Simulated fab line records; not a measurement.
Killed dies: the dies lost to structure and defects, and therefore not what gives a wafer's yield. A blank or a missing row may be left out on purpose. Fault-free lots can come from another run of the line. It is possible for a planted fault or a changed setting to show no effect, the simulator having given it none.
Comparing a struck lot with a sound one ; flow nand harc ; 41 steps out of a route of 1302
Sound: these wafers, L306.3, L306.4, L306.6. Struck: wafers L314.3, L314.6. (L314.4 of the same lot was not struck and is left out.) The cause comes at the end.
At each step with rows: each side's tool, then ch and its chambers, then its first start. Under that, the readings that differ: sound wafers ; struck wafers ; difference of the means ; sigmas: that difference in standard deviations of wafers without a fault.
alike: readings whose means differ by less than 2 such deviations, and words and numbers that are the same on both sides. not compared: withheld readings, readings that some wafer has no value for, bounds like >300 that may hide the same value, and numbers for which the record gives no deviation and whose values overlap.
The two part at a step that has a row with sigmas, a row that says differs or no value, or rows on one side only. When numbers do not overlap yet have no deviation, they are printed without sigmas and do not part them. Lack of a reading on every wafer of one side parts them only where that side has two or more wafers.

first, 3 steps without rows for these wafers: NHARC_A_CONTACT_EXPOSE_05 (exposes mask A CC); NHARC_A_CONTACT_PEB_06 (peb time 65 s); NHARC_A_CONTACT_DEVELOP_07 (develop time 35 s).
NHARC_A_CONTACT_CD_MEAS_08: target cd 200 nm.
  sound on cd sem-01 ch 0, day 22 07:55; struck on cd sem-01 ch 0, day 25 15:57
  alike: cd nm
NHARC_A_CONTACT_OVL_MEAS_09:
  sound: overlay-02 at day 22 08:00; struck: overlay-01 at day 25 16:02
  alike: overlay x nm, overlay y nm
NHARC_A_CONTACT_INSPECT_10:
  sound: defect inspect-01 at day 22 08:02; struck: defect inspect-02 at day 25 16:04
  alike: raw defect count
then, 2 steps without rows for these wafers: NHARC_A_CONTACT_DESCUM_13 (chemistry O2, time 3 s); NHARC_A_CONTACT_ETCH_88 (etches the open film in CF4, target depth 39 nm, time 65 s).
NHARC_A_CONTACT_ETCH_89: etches the open film in N2/H2, target depth 260 nm, time 475.3 s.
  sound: rie diel-11 ch 0,1; struck: rie diel-11 ch 0,2
  alike: drypump motor current A, h2 flow sccm, mfc ar sccm, oes product au, rf vpp V, showerhead plenum p Torr, throttle valve pct
  not compared: rf hours counter h
NHARC_A_CONTACT_ETCH_30: etches the open film in CF4/CHF3, target depth 72.6 nm, time 36.3 s.
  sound: rie diel-11 ch 0,3; struck: rie diel-11 ch 0
  alike: chf3 flow sccm, drypump motor current A, mfc ar sccm, oes product au, rf vpp V, showerhead plenum p Torr, throttle valve pct
  not compared: rf hours counter h
then, 2 steps without rows for these wafers: NHARC_A_CONTACT_ETCH_31 (etches the open film in O2/COS, target depth 2800 nm, time 728 s); NHARC_A_CONTACT_ETCH_134 (etches the open film in C4F8/O2/Ar, time 140 s, target depth 700 nm).
NHARC_A_CONTACT_ETCH_135: etches the open film in C4F8/O2/Ar, time 311 s, target depth 1912 nm.
  sound on har cap etch-03 ch 0,1, day 22 09:31; struck on har cap etch-03 ch 1, day 25 17:46
  not compared: rf hours counter h
then, 5 steps without rows for these wafers: NHARC_A_CONTACT_ETCH_136 (etches the open film in C4F8/O2/Ar, time 311 s, target depth 1912 nm); NHARC_A_CONTACT_ETCH_137 (etches the open film in C4F8/O2/Ar, time 311 s, target depth 1912 nm); NHARC_A_CONTACT_ETCH_138 (etches the open film in C4F8/O2/Ar, time 311 s, target depth 1914 nm); NHARC_A_CONTACT_ETCH_139 (etches the open film in C4F8/O2/Ar, time 195 s, target depth 840 nm); NHARC_A_CONTACT_ETCH_92 (etches the open film in CH3F/O2, target depth 40 nm, time 85.7 s).
NHARC_A_CONTACT_ETCH_98: etches the open film in C4F6/O2, target depth 20 nm, time 10 s.
  sound: rie diel-10 ch 0,1,3; struck: rie diel-11 ch 2,3
  alike: drypump motor current A, mfc ar sccm, oes product au, rf vpp V, showerhead plenum p Torr, throttle valve pct
  not compared: rf hours counter h
NHARC_A_CONTACT_CD_MEAS_15:
  sound: cd sem-01 at day 22 11:19; struck: cd sem-01 at day 25 19:34
  alike: cd nm
then, 3 steps without rows for these wafers: NHARC_A_CONTACT_STRIP_107 (strips in N2/H2); NHARC_A_CONTACT_STRIP_108 (strips in CF4/CHF3); NHARC_A_CONTACT_STRIP_109 (strips in O2/COS).
NHARC_A_CONTACT_ETCH_110: etches the open film in CF4/O2, target depth 60 nm, overetch 6 nm, time 33 s.
  sound on rie diel-11 ch 0,3, day 22 11:35; struck on rie diel-11 ch 0,2, day 25 19:51
  alike: drypump motor current A, mfc ar sccm, oes product au, rf vpp V, showerhead plenum p Torr, throttle valve pct
  not compared: rf hours counter h
then, 2 steps without rows for these wafers: NHARC_A_CONTACT_STRIP_26 (strips in O2); NHARC_A_CONTACT_STRIP_27 (strips in post etch residue remover, time 600 s).
NHARC_A_CONTACT_ALD_18: deposits TiN, target thk 3 nm, pulse time 1 s, ald cycles 150.
  sound on ald metal-01 ch 0,2,3, day 22 12:14; struck on ald metal-04 ch 0,3, day 25 20:29
  alike: heater power w, precursor pulse height rel
then, 13 steps without rows for these wafers: NHARC_A_CONTACT_CVD_19 (deposits W, target thk 300 nm, time 802 s); NHARC_A_CONTACT_CMP_20 (polishes, t overpolish 30 s, target thk 300 nm); NHARC_A_CONTACT_SRD_22; NHARC_A_BLC_DEHYDRATE_00 (time 120 s); NHARC_A_BLC_HMDS_01 (time 30 s); NHARC_A_BLC_COAT_02 (time 75 s); NHARC_A_BLC_COAT_03 (time 65 s); NHARC_A_BLC_COAT_04 (resist thk 90 nm); NHARC_A_BLC_SOFTBAKE_05 (time 55 s); NHARC_A_BLC_EBR_06; NHARC_A_BLC_EXPOSE_07 (exposes mask A BLC, target cd 100 nm); NHARC_A_BLC_PEB_08 (peb time 65 s); NHARC_A_BLC_DEVELOP_09 (develop time 35 s).
NHARC_END_SORT_01:
  the record has rows for the struck wafers here (prober-02 ch 0, day 27 20:25) and none for the sound ones

== WHERE THEY PART ==
Within this record, at NHARC_END_SORT_01 only.

WHY: what the simulator had put in
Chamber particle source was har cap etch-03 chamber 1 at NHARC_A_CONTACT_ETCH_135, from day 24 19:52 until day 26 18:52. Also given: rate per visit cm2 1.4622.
